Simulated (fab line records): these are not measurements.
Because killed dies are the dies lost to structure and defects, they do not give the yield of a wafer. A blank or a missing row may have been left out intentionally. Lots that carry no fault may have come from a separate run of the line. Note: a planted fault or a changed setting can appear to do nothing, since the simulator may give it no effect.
fab line records	flow nand-harc
record: lots: 12	wafers: 36	last-day: 34
route steps=1302 shown A_CHANNEL_HOLE_D1@465 A_CHANNEL_FILL_D1@496 END@1302
lots that met no fault: taken from a fault-free run of the same line
start-h: hours from the record's opening day to when the first of the lot's shown wafers began	wait-h: hours elapsed since this lot's preceding step	" as in the row above	L1.1+2: one row covering several wafers at once	- no value, or no start given	* or withheld: withheld	< > ~ a bound
route shown NAME@n: NAME is a module with steps in the file, n the number in the route of the first one	usual: mean/standard deviation taken from wafers without a fault	same: alike in all rows	chamber/n: place in a boat	sites: readings site by site	_std_site: how widely they spread, as a standard deviation	_edge_site: inner sites' mean taken away from outer sites' mean	radius-mm: for every site, how far away it sits from the centre of the wafer	mask NAME#n: copy n	behind: tool/chamber where the wafer was last shaped	hold: what put the lot on hold/how long, in hours/how the hold closed	device: which transistor (n, p or np) failed to switch	end of line: the same wafers' tests at the end of the route	a step with no rows: only its recipe	killed: the dies lost at the first sort to structure and to defects; this is not the yield of the wafer	map: a wafer's dies, x killed, . not, _ none there
set.NAME: setting as actually run; set.NAME@STEP: the setting as run at that earlier step	model.NAME: the simulator's own value behind a step, which no gauge read
route steps across a sampled set of lots; one table per step, one row per wafer
services: a tool's chamber out of use, with start hour (start-h, from the record's first day; less than 0 if before it), hours out, and reason
== steps ==
step: NHARC_A_CHANNEL_HOLE_D1_DESCUM_15
recipe: time-s: 3	o2-flow-sccm: 200	ar-flow-sccm: 0	bias-power-w: 0	chemistry: O2
usual: chamber-pressure-mTorr: 60.00/0.049	drypump-motor-current-A: 5.6/0.39	o2-flow-sccm: 200.0/0.59	oes-product-au: 1.002/0.0075	rf-vpp-V: 57.7/0.84	showerhead-plenum-p-Torr: 1.90/0.095	throttle-valve-pct: 11.311/0.0088
lot.wafer	tool	chamber	start-h	wait-h	chamber-pressure-mTorr	drypump-motor-current-A	o2-flow-sccm	oes-product-au	rf-hours-counter-h	rf-vpp-V	showerhead-plenum-p-Torr	throttle-valve-pct
L763.4	rie-diel-05	0	197.49	0.1	59.89	5.0	200.7	1.005	10	57.9	2.04	11.302
L763.2	"	1	"	"	60.06	5.2	200.1	0.997	11	57.5	1.77	11.317
L763.5	"	3	"	"	60.04	5.8	199.9	1.002	-	57.3	1.90	11.307
L762.2	rie-diel-01	3	197.64	0.1	59.93	5.9	199.5	1.007	58	58.0	1.83	11.329
L762.3	"	1	"	"	60.00	5.4	199.7	1.002	54	58.1	1.94	11.315
L762.5	"	3	"	"	60.04	5.8	200.4	1.009	-	56.8	1.83	11.304
L764.3	rie-diel-06	2	208.42	0.2	59.96	6.1	198.6	0.996	26	57.2	2.05	11.322
L764.1	"	3	"	"	59.98	5.7	200.4	1.002	24	56.4	1.82	11.318
L764.2	"	0	"	"	59.94	5.2	200.6	1.000	25	58.3	1.83	11.304
L765.1	rie-diel-05	3	218.29	0.1	59.99	5.8	199.8	0.999	13	58.6	1.90	11.326
L765.3	"	0	"	"	60.02	4.9	199.1	1.012	12	57.9	2.04	11.325
L765.4	"	2	"	"	60.02	5.7	200.1	1.008	-	59.2	1.94	11.290
L767.3	rie-diel-06	0	233.39	0.1	59.95	5.2	200.3	1.000	32	55.7	1.82	11.304
L767.1	"	1	"	"	60.10	6.3	199.8	1.016	34	56.5	1.84	11.310
L767.5	"	0	"	"	60.03	5.2	200.0	0.996	-	58.3	1.82	11.307
L769.1	rie-diel-06	2	258.10	0.1	59.96	6.2	198.7	0.986	39	57.2	2.04	11.305
L769.3	"	3	"	"	59.96	5.7	199.9	1.011	36	58.1	1.82	11.303
L769.6	"	3	"	"	59.91	5.6	200.3	1.001	-	58.1	1.82	11.330
L770.1	rie-diel-01	2	268.51	0.1	59.97	5.8	199.6	0.999	17	57.4	2.07	11.315
L770.4	"	0	"	"	59.90	5.4	199.8	0.998	19	57.1	1.89	11.297
L770.6	"	3	"	"	60.11	5.9	200.3	1.001	-	58.8	1.82	11.315
L771.2	rie-diel-05	0	279.44	0.1	59.97	5.0	199.8	0.990	2	58.7	2.04	11.314
L771.6	"	1	"	"	59.95	5.2	200.2	1.006	-	56.7	1.77	11.287
L771.5	"	2	"	"	60.08	5.7	200.6	1.000	-	59.2	1.94	11.316
L779.4	rie-diel-06	2	355.38	0.1	59.94	6.2	199.4	1.005	13	58.2	2.03	11.311
L779.2	"	3	"	"	59.97	5.6	200.6	1.016	13	56.8	1.81	11.304
L779.6	"	0	"	"	60.06	5.3	200.9	0.997	-	56.6	1.81	11.317
L781.4	rie-diel-05	2	385.07	0.1	59.95	5.7	199.8	1.000	11	57.1	1.94	11.321
L781.2	"	3	"	"	59.98	5.8	200.6	0.997	11	58.2	1.90	11.314
L781.6	"	1	"	"	59.98	5.2	199.2	1.010	-	57.9	1.77	11.312
L782.2	rie-diel-01	0	393.07	0.1	59.97	5.3	199.8	1.000	0	57.9	1.88	11.324
L782.4	"	1	"	"	60.00	5.4	200.1	1.005	0	57.9	1.92	11.297
L782.6	"	3	"	"	60.01	5.8	200.5	1.003	-	58.0	1.81	11.312
L784.2	rie-diel-01	2	409.94	0.1	59.95	5.7	200.8	0.999	7	57.1	2.05	11.315
L784.4	"	3	"	"	59.99	5.8	200.2	0.998	8	56.4	1.81	11.313
L784.6	"	1	"	"	60.06	5.5	200.4	0.992	-	56.5	1.91	11.318
step: NHARC_A_CHANNEL_HOLE_D1_CD_MEAS_30
usual: cd-nm: 89.8/0.96
lot.wafer	tool	chamber	start-h	wait-h	cd-nm
L763.2	cd-sem-01	-	204.56	-	89.3
L763.4	"	-	"	"	88.4
L763.5	"	-	"	"	89.9
L762.2	cd-sem-03	-	206.43	-	90.9
L762.3	"	-	"	"	91.2
L762.5	"	-	"	"	91.0
L764.1	cd-sem-02	-	215.30	-	90.6
L764.2	"	-	"	"	90.5
L764.3	"	-	"	"	90.0
L765.1	cd-sem-03	-	225.18	-	88.4
L765.3	"	-	"	"	89.1
L765.4	"	-	"	"	90.4
L767.1	cd-sem-01	-	240.98	-	89.2
L767.3	"	-	"	"	88.3
L767.5	"	-	"	"	89.4
L769.1	cd-sem-01	-	269.03	-	91.3
L769.3	"	-	"	"	88.8
L769.6	"	-	"	"	90.1
L770.1	cd-sem-03	-	276.98	-	90.7
L770.4	"	-	"	"	90.4
L770.6	"	-	"	"	89.9
L771.2	cd-sem-03	-	293.19	-	90.1
L771.5	"	-	"	"	89.0
L771.6	"	-	"	"	91.7
L779.2	cd-sem-02	-	364.07	-	89.3
L779.4	"	-	"	"	89.7
L779.6	"	-	"	"	88.9
L781.2	cd-sem-01	-	393.15	-	89.9
L781.4	"	-	"	"	88.6
L781.6	"	-	"	"	88.3
L782.2	cd-sem-02	-	399.86	-	91.1
L782.4	"	-	"	"	90.6
L782.6	"	-	"	"	89.8
L784.2	cd-sem-02	-	416.78	0.1	89.9
L784.4	"	-	"	"	91.1
L784.6	"	-	"	"	91.8
step: NHARC_A_CHANNEL_HOLE_D1_XSEM_31
recipe: landing-energy-ev: 35000
usual: bot-cd-nm: 74.5/1.1	bow-nm: 8.70/0.17	tilt-deg: 0.06/0.037
lot.wafer	tool	chamber	start-h	wait-h	bot-cd-nm	bow-nm	tilt-deg
L763.2	xsem-01	0	204.64	0.1	73.5	8.66	0.06
L763.4	"	0	"	"	72.3	8.64	0.06
L763.5	"	0	"	"	74.7	8.74	0.05
L762.2	xsem-02	0	206.52	0.1	74.8	8.73	0.04
L762.3	"	0	"	"	75.3	8.72	0.04
L762.5	"	0	"	"	75.6	8.78	0.04
L764.1	xsem-02	0	215.39	0.1	75.5	8.36	0.11
L764.2	"	0	"	"	75.4	8.51	0.11
L764.3	"	0	"	"	74.6	8.43	0.11
L765.1	xsem-01	0	225.27	0.1	73.5	8.45	0.09
L765.3	"	0	"	"	72.8	8.49	0.09
L765.4	"	0	"	"	76.0	8.48	0.09
L767.1	xsem-01	0	241.06	0.1	73.8	8.71	0.06
L767.3	"	0	"	"	72.7	8.71	0.06
L767.5	"	0	"	"	73.6	8.74	0.06
L769.1	xsem-02	0	269.13	0.1	76.9	8.57	0.05
L769.3	"	0	"	"	74.7	8.52	0.05
L769.6	"	0	"	"	75.7	8.55	0.05
L770.1	xsem-02	0	277.08	0.1	75.2	8.57	0.04
L770.4	"	0	"	"	74.4	8.58	0.04
L770.6	"	0	"	"	74.2	8.63	0.04
L771.2	xsem-01	0	293.27	0.1	74.2	8.56	0.05
L771.5	"	0	"	"	74.4	8.60	0.05
L771.6	"	0	"	"	76.2	8.65	0.05
L779.2	xsem-01	0	364.15	0.1	74.2	8.67	0.10
L779.4	"	0	"	"	75.2	8.71	0.10
L779.6	"	0	"	"	74.1	8.74	0.10
L781.2	xsem-01	0	393.24	0.1	74.5	8.49	-0.03
L781.4	"	0	"	"	72.7	8.49	-0.03
L781.6	"	0	"	"	73.3	8.43	-0.03
L782.2	xsem-02	0	399.96	0.1	75.0	8.91	0.01
L782.4	"	0	"	"	75.3	8.91	0.01
L782.6	"	0	"	"	74.4	8.87	0.01
L784.2	xsem-02	0	416.87	0.1	75.3	8.64	0.11
L784.4	"	0	"	"	75.9	8.60	0.11
L784.6	"	0	"	"	77.5	8.64	0.11
step: NHARC_A_CHANNEL_FILL_D1_ALD_16
recipe: target-thk-a: 15	pulse-time-s: 10	ald-cycles: 15	temp-c: 300	material: SiO2
usual: ald-cycles: 15/0	heater-power-w: 446/51	precursor-pulse-height-rel: 0.998/0.02	susceptor-temp-C: 299.99/0.19
lot.wafer	tool	chamber	start-h	wait-h	ald-cycles	heater-power-w	precursor-pulse-height-rel	susceptor-temp-C
L763.4	ald-hk-04	0	217.08	0.0	15	464	0.985	300.05
L763.2	"	3	"	"	15	488	1.018	299.78
L763.5	"	0	"	"	15	447	0.991	299.80
L762.3	ald-hk-04	0	217.24	0.2	15	450	1.004	300.32
L762.2	"	3	"	"	15	477	0.986	299.98
L762.5	"	0	"	"	15	449	0.992	300.28
L764.2	ald-hk-03	3	227.92	0.1	15	440	0.988	-
L764.3	"	0	"	"	15	504	0.999	-
L764.1	"	2	"	"	15	438	0.999	-
L765.4	ald-hk-03	2	237.73	0.0	15	436	1.032	299.88
L765.1	"	0	"	"	15	516	0.987	299.94
L765.3	"	1	"	"	15	477	0.988	300.08
L767.3	ald-hk-03	1	255.36	0.3	15	473	1.012	300.17
L767.1	"	3	"	"	15	439	0.997	300.02
L767.5	"	2	"	"	15	435	0.975	299.66
L769.3	ald-hk-04	1	281.86	0.1	15	497	1.008	300.25
L769.1	"	3	"	"	15	494	0.992	299.88
L769.6	"	1	"	"	15	483	1.009	300.34
L770.1	ald-hk-02	2	290.03	0.0	15	374	0.994	300.04
L770.4	"	3	"	"	15	389	0.980	299.81
L770.6	"	2	"	"	15	361	0.998	300.19
L771.2	ald-hk-04	3	306.58	2.6	15	490	1.028	300.19
L771.5	"	3	"	"	15	494	1.013	300.07
L771.6	"	0	"	"	15	413	1.008	300.15
L779.4	ald-hk-02	2	375.32	1.0	15	383	0.977	299.85
L779.2	"	0	"	"	15	488	0.997	299.88
L779.6	"	2	"	"	15	375	1.049	299.93
L781.4	ald-hk-02	0	407.97	0.1	21	475	0.983	-
L781.2	"	2	"	"	15	390	1.006	-
L781.6	"	0	"	"	21	486	0.993	-
L782.4	ald-hk-02	2	417.18	0.1	15	374	0.986	300.00
L782.2	"	0	"	"	21	480	1.013	300.01
L782.6	"	1	"	"	15	357	0.980	299.94
L784.4	ald-hk-02	2	429.41	0.1	15	381	1.011	300.00
L784.2	"	3	"	"	15	427	0.986	300.09
L784.6	"	0	"	"	21	488	1.006	299.82
step: NHARC_END_SORT_01
recipe: temp-c: 25
usual: killed-at-array: 52/19	killed-at-other: 0.8/1	killed-at-periphery: 3.7/2.5	killed-dies: 56/19	killed-open: 3.5/2	killed-short: 2.2/1.4
same: gross-dies: 677
lot.wafer	tool	chamber	start-h	wait-h	killed-at-array	killed-at-other	killed-at-periphery	killed-dies	killed-open	killed-short
L764.1	prober-01	0	596.77	2.5	48	1	2	51	3	2
L764.2	prober-01	0	597.55	2.8	45	1	3	49	3	1
L764.3	prober-01	0	598.34	3.1	54	1	1	56	1	4
L765.1	prober-02	0	605.23	2.5	46	0	4	50	1	3
L765.3	prober-02	0	606.81	3.1	63	0	4	67	4	1
L765.4	prober-02	0	607.60	3.4	72	2	3	77	1	7
L771.2	prober-01	0	665.45	2.8	62	0	2	64	3	1
L771.5	prober-01	0	667.84	3.7	61	0	3	64	5	1
L771.6	prober-01	0	668.63	4.0	70	0	8	78	7	4
L779.2	prober-01	0	748.83	2.8	74	2	2	78	6	5
L779.4	prober-01	0	750.43	3.4	68	0	1	69	5	2
L779.6	prober-01	0	752.04	4.0	74	0	4	78	8	1
killed by level:class
L764.1 A_SLIT:chamber-film-flake=28 A_CHANNEL_HOLE_D2:chamber-film-flake=10 A_CONTACT:chamber-film-flake=3 A_DECK1_JOINT:chamber-film-flake=2 P_CONTACT:geometric-particle:open=1 P_M0:geometric-particle:open=1 A_SOURCE_PLATE:geometric-particle:open=1 A_CHANNEL_FILL_D1:geometric-particle:short=1
L764.2 A_SLIT:chamber-film-flake=29 A_CHANNEL_HOLE_D2:chamber-film-flake=7 A_CHANNEL_HOLE_D1:chamber-film-flake=2 A_CONTACT:chamber-film-flake=2 P_CONTACT:geometric-particle:open=1 A_CHANNEL_HOLE_D1:geometric-particle:open=1 A_ONON_D2:geometric-particle:open=1 A_CHANNEL_HOLE_D2:geometric-particle:short=1
L764.3 A_SLIT:chamber-film-flake=35 A_CHANNEL_HOLE_D2:chamber-film-flake=9 A_CONTACT:chamber-film-flake=4 P_M1:geometric-particle:short=1 A_SOURCE_PLATE:geometric-particle:open=1 A_SOURCE_PLATE:geometric-particle:short=1 A_ONON_D1:geometric-particle:short=1 A_CHANNEL_FILL_D1:geometric-particle:short=1
L765.1 A_SLIT:chamber-film-flake=22 A_CONTACT:chamber-film-flake=10 A_CHANNEL_HOLE_D2:chamber-film-flake=5 P_STI:chamber-film-flake=3 A_STAIRCASE:chamber-film-flake=2 A_WL_FILL:chamber-film-flake=1 A_ONON_D1:geometric-particle:short=1 A_DECK1_JOINT:geometric-particle:short=1
L765.3 A_SLIT:chamber-film-flake=30 A_CONTACT:chamber-film-flake=11 A_CHANNEL_HOLE_D2:chamber-film-flake=10 A_CHANNEL_HOLE_D1:chamber-film-flake=3 A_M0:geometric-particle:open=2 P_STI:chamber-film-flake=2 P_GATE:chamber-film-flake=2 A_STAIRCASE:chamber-film-flake=2
L765.4 A_SLIT:chamber-film-flake=36 A_CHANNEL_HOLE_D2:chamber-film-flake=12 A_CONTACT:chamber-film-flake=12 A_CHANNEL_FILL_D1:geometric-particle:short=3 P_STI:chamber-film-flake=3 A_STAIRCASE:chamber-film-flake=3 A_ONON_D1:geometric-particle:short=2 THIN_TSV:chamber-film-flake=2
L771.2 A_CHANNEL_HOLE_D1:chamber-film-flake=32 A_CHANNEL_HOLE_D2:chamber-film-flake=18 A_CONTACT:chamber-film-flake=3 A_DECK1_JOINT:geometric-particle:open=2 A_STAIRCASE:chamber-film-flake=2 A_SLIT:chamber-film-flake=2 A_SOURCE_PLATE:geometric-particle:short=1 A_ONON_D2:geometric-particle:open=1
L771.5 A_CHANNEL_HOLE_D1:chamber-film-flake=30 A_CHANNEL_HOLE_D2:chamber-film-flake=14 A_CHANNEL_FILL_D1:chamber-film-flake=3 A_CHANNEL_FILL_D2:chamber-film-flake=3 A_STAIRCASE:chamber-film-flake=3 A_CHANNEL_FILL_D2:geometric-particle:open=2 A_CONTACT:chamber-film-flake=2 P_GATE:geometric-particle:open=1
L771.6 A_CHANNEL_HOLE_D1:chamber-film-flake=32 A_CHANNEL_HOLE_D2:chamber-film-flake=20 P_M2:chamber-film-flake=5 A_CHANNEL_HOLE_D1:geometric-particle:open=2 A_DECK1_JOINT:geometric-particle:short=2 A_ONON_D1:geometric-particle:short=1 A_CHANNEL_FILL_D1:geometric-particle:open=1 A_CHANNEL_FILL_D1:geometric-particle:short=1
L779.2 A_SLIT:chamber-film-flake=32 A_CHANNEL_HOLE_D1:chamber-film-flake=26 P_M0:geometric-particle:open=2 A_CHANNEL_HOLE_D1:geometric-particle:short=2 A_M0:geometric-particle:open=2 A_M0:chamber-film-flake=2 THIN_TSV:chamber-film-flake=2 A_CHANNEL_FILL_D1:geometric-particle:open=1
L779.4 A_SLIT:chamber-film-flake=40 A_CHANNEL_HOLE_D1:chamber-film-flake=12 A_CHANNEL_HOLE_D2:chamber-film-flake=3 A_DECK1_JOINT:chamber-film-flake=2 A_M0:chamber-film-flake=2 P_CONTACT:geometric-particle:open=1 A_CHANNEL_HOLE_D1:geometric-particle:short=1 A_ONON_D2:geometric-particle:open=1
L779.6 A_CHANNEL_HOLE_D1:chamber-film-flake=30 A_SLIT:chamber-film-flake=30 A_CHANNEL_FILL_D2:chamber-film-flake=2 A_STAIRCASE:chamber-film-flake=2 P_STI:geometric-particle:open=1 P_GATE:geometric-particle:open=1 P_M0:geometric-particle:open=1 A_CHANNEL_HOLE_D1:geometric-particle:short=1
== services ==
tool	chamber	start-h	hours	kind
ald-hk-02	0	180.50	-	clean
ald-hk-02	1	180.50	-	clean
rie-diel-01	0	184.62	5.9	repair
rie-diel-01	-	207.04	9.0	pm
ald-hk-04	-	210.50	0.4	repair
ald-hk-03	-	215.74	0.5	repair
rie-diel-05	1	217.61	2.8	repair
rie-diel-01	-	220.11	1.7	repair
rie-diel-05	-	229.66	9.0	pm
rie-diel-01	-	237.82	0.8	repair
rie-diel-05	-	240.70	0.8	repair
ald-hk-02	-	251.49	1.9	repair
ald-hk-04	-	254.33	10.0	pm
rie-diel-06	1	260.18	18.7	repair
rie-diel-06	-	260.32	0.3	repair
rie-diel-06	-	307.20	9.0	pm
ald-hk-02	-	348.50	10.0	pm
xsem-01	-	374.00	14.0	pm
rie-diel-01	0	374.13	15.2	repair
rie-diel-01	-	384.07	9.0	pm
rie-diel-05	-	406.72	9.0	pm
rie-diel-05	-	417.25	0.1	repair
rie-diel-06	0	420.24	6.2	repair
rie-diel-05	0	422.09	2.5	repair
== key ==
first-sign: step: NHARC_A_CHANNEL_FILL_D1_ALD_16	reading: ald-cycles	direction: up	sigmas: 99+	usual: 15	struck: 21
effect none on later readings
met-at NHARC_A_CHANNEL_FILL_D1_ALD_16
struck-lots L781,L782,L784
struck-wafers L781.4,L781.6,L782.2,L784.6
tester-left-out L781,L782,L784
not-acting-at NHARC_A_CHANNEL_HOLE_D1_DESCUM_15,NHARC_A_CHANNEL_HOLE_D1_CD_MEAS_30,NHARC_A_CHANNEL_HOLE_D1_XSEM_31
onset-between 375.32 407.97
fault: kind: process-parameter-drift	tool: ald-hk-02	chamber: 0	onset-h: 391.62	steps: NHARC_A_CHANNEL_FILL_D1_ALD_16	channel: ald-cycles	offset: 6	shape: step	end-h: 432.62	acts-in: these-recipes-only	stated: 15
tester-left-out: of these lots the tester's yield and bins aren't shown, on N5 and GAA mostly nor the transistor test; their killed dies are dies lost to structure and defects alone, not to doping, threshold or leakage, so they don't give the yield
